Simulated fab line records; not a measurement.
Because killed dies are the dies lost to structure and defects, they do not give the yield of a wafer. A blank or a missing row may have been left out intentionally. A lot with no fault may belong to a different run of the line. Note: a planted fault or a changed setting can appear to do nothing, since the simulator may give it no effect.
Chamber matching    flow nandHarc    4 sister chambers for NHARC_P_BONDPAD_STRIP_15 on rieDiel-01
The step strips in O2. 4 wafers are shown with their chamber, then 8 later ones without.

== WAFERS WITH THEIR CHAMBER ==
wafer   chamber  drypumpMotorCurrentA (A)
L356.2  0        5.9
L367.4  3        6.0
L368.5  1        6.4
L372.3  2        5.9

== WAFERS WITHOUT THEIR CHAMBER ==
wafer   drypumpMotorCurrentA (A)
L372.4  6.1
L372.6  6.1
L373.2  6.4
L373.4  6.0
L373.6  6.4
L374.3  6.4
L374.4  6.0
L374.6  6.1

== EACH ONE'S CHAMBER ==
wafer   from the rows above           in truth
L372.4  can't be placed: 3 or 0 or 2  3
L372.6  can't be placed: 3 or 0 or 2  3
L373.2  1                             1
L373.4  can't be placed: 3 or 0 or 2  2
L373.6  1                             1
L374.3  1                             1
L374.4  can't be placed: 3 or 0 or 2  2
L374.6  can't be placed: 3 or 0 or 2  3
Placed correctly: 3 of 8. Can't be placed from these rows: 5 (the true chamber is among the candidates in 5). Number placed wrongly: 0.
How it was worked out, from the rows above alone: a wafer's distance from a chamber is the root of the sum, over the readings, of the square of ((its reading less the chamber's mean) divided by the reading's scatter). The wafer belongs to the nearest chamber; if the next one is less than 2 further off, it can't be placed. The mean given for a chamber averages the wafers shown for that chamber. The scatter (one wafer shown for each chamber): square how far every hidden wafer sits from the nearest shown wafer, average those squares and take the square root.
